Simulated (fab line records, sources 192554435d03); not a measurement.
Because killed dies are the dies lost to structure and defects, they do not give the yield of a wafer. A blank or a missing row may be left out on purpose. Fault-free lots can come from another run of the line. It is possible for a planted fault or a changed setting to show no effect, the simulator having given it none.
Which of the tools did it?	flow n5_finfet	Sampling: 22 lots, 66 wafers, 2 of 1938 route steps

## WHAT EACH GAUGE READ, for each wafer
N5_MOL_CONTACT_COAG_THK_MEAS_53. Usual: for VIA_MOL_THK the level is 43.8 nm and the standard deviation is 0.68.
lot	measured	on	VIA_MOL_THK (nm)	flag
L074	day 5 05:18	film_metro-01	42.9 44.3 43.4	
L075	day 5 16:14	film_metro-02	42.9 43.2 44.5	
L078	day 6 08:28	film_metro-01	42.6 43.8 44.8	
L079	day 6 12:28	film_metro-02	42.6 43.8 43.8	
L080	day 6 17:55	film_metro-02	42.9 43.2 44.7	
L081	day 6 23:34	film_metro-02	43.8 44.4 44.5	
L082	day 7 02:50	film_metro-02	43.2 44.1 44.3	
L083	day 7 08:35	film_metro-02	44.3 44.3 44.3	
L084	day 7 16:34	film_metro-02	43.5 44.7 44.5	
L085	day 7 23:14	film_metro-02	43.9 43.5 43.7	
L086	day 8 05:49	film_metro-02	44.3 45.1 45.0	
L087	day 8 13:59	film_metro-02	42.2 44.3 43.7	
L088	day 9 00:05	film_metro-02	42.7 44.2 44.0	
L089	day 9 02:27	film_metro-02	43.5 43.1 43.5	
L090	day 9 06:49	film_metro-02	42.8 44.6 43.9	
L091	day 9 14:33	film_metro-02	44.1 43.9 44.5	
L092	day 9 19:49	film_metro-02	43.2 44.0 43.9	
L093	day 9 20:58	film_metro-02	44.3 45.2 44.3	
L094	day 10 04:15	film_metro-01	43.8 43.7 44.6	
L095	day 10 13:12	film_metro-01	45.0 44.8 44.5	
L096	day 10 16:36	film_metro-01	43.8 42.7 44.1	
L097	day 11 01:05	film_metro-02	43.1 42.4 44.1	

N5_BEOL_M0_SAQP_THK_MEAS_05. Usual: thk_nm reads 60.3 nm (standard deviation 0.78).
lot	measured	on	thk_nm (nm)	flag
L074	day 5 11:26	film_metro-02	59.5 59.8 60.9	
L075	day 5 20:43	film_metro-02	60.0 60.6 60.9	
L078	day 6 12:43	film_metro-02	59.0 60.4 59.9	
L079	day 6 16:41	film_metro-02	60.5 61.3 60.7	
L080	day 6 23:37	film_metro-02	61.4 60.1 61.2	
L081	day 7 05:31	film_metro-02	60.5 60.8 60.5	
L082	day 7 08:32	film_metro-02	58.9 59.5 60.9	
L083	day 7 12:44	film_metro-02	60.3 61.0 61.1	
L084	day 7 20:47	film_metro-02	60.2 60.7 61.1	
L085	day 8 05:52	film_metro-02	59.3 58.5 59.7	
L086	day 8 13:31	film_metro-02	59.7 60.8 59.6	
L087	day 8 18:24	film_metro-02	60.0 60.2 60.5	
L088	day 9 04:10	film_metro-02	60.0 61.3 61.2	
L089	day 9 07:17	film_metro-02	60.5 60.4 61.9	
L090	day 9 12:13	film_metro-02	58.4 59.4 60.1	
L091	day 9 20:17	film_metro-02	59.9 59.4 60.7	
L092	day 10 01:02	film_metro-02	59.7 60.6 61.5	
L093	day 10 03:14	film_metro-02	60.8 60.4 61.1	
L094	day 10 09:33	film_metro-02	60.6 60.0 61.3	
L095	day 10 18:49	film_metro-01	60.8 61.6 61.3	
L096	day 10 22:20	film_metro-01	59.7 59.6 61.5	
L097	day 11 05:41	film_metro-02	59.5 59.3 60.7	

## EACH LOT AND THE TOOL THAT RAN IT (in order: tool; ch and the chambers of the sampled wafers; start)
No process step before these readings appears in the record.

## WHAT THE TOOLS THEMSELVES READ (means of the sampled wafers that have a number; where no wafer has one, the mark that the record gives instead)
The record holds no such reading with a usual standard deviation.

## THE ANSWER, worked out from the rows above alone
Rule: a lot is off if the mean of its wafers that have a number lies more than 3 standard deviations from the usual mean. A lot without any number at a reading at which 4 lots or more have one is off too. All remaining lots with rows at the step are treated as sound. Order of review: gauges by route order, followed by the tools' own readings, for which a lot's mean as printed above is used. The first step at which some lot is off is used, and at that step the reading that is off furthest; a lot without a number counts as furthest.
Nothing can be told from this: no lot is off at any reading shown.

## WHAT HAD BEEN PUT IN BY THE SIMULATOR
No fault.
